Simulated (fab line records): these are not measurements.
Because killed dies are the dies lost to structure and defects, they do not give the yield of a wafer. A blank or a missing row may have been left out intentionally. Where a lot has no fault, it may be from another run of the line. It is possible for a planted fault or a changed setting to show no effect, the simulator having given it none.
Chamber matching -- flow n5_finfet -- N5_BEOL_M7_STRIP_19 on rie_diel-02: 4 sister chambers
The step strips in O2. 4 wafers are shown with their chamber, then 7 later ones without.

## EACH WAFER AND ITS CHAMBER
wafer,chamber,drypump_motor_current_A (A)
L082.3,3,5.9
L080.6,0,4.8
L083.1,2,6.0
L083.4,1,5.6

## WAFERS WITHOUT THEIR CHAMBER
wafer,drypump_motor_current_A (A)
L083.6,5.9
L087.2,5.6
L087.3,5.9
L087.5,4.8
L091.1,6.1
L091.4,4.8
L091.6,6.0

## THE CHAMBER EACH PASSED THROUGH
wafer,from the rows above,in truth
L083.6,3,3
L087.2,1,1
L087.3,3,3
L087.5,0,0
L091.1,2,2
L091.4,0,0
L091.6,2,2
Correctly placed: 7 of 7. Left unplaced by these rows: 0. Number placed wrongly: 0.
How it was worked out, from the rows above alone: a wafer's distance from a chamber is the root of the sum, over the readings, of the square of ((its reading less the chamber's mean) divided by the reading's scatter). If the next closest chamber is less than 2 further off than the closest, the wafer can't be placed; otherwise it belongs to the closest. The mean given for a chamber averages the wafers shown for that chamber. The scatter: root of mean squared gap, hidden wafer to nearest shown wafer, with one shown wafer a chamber.
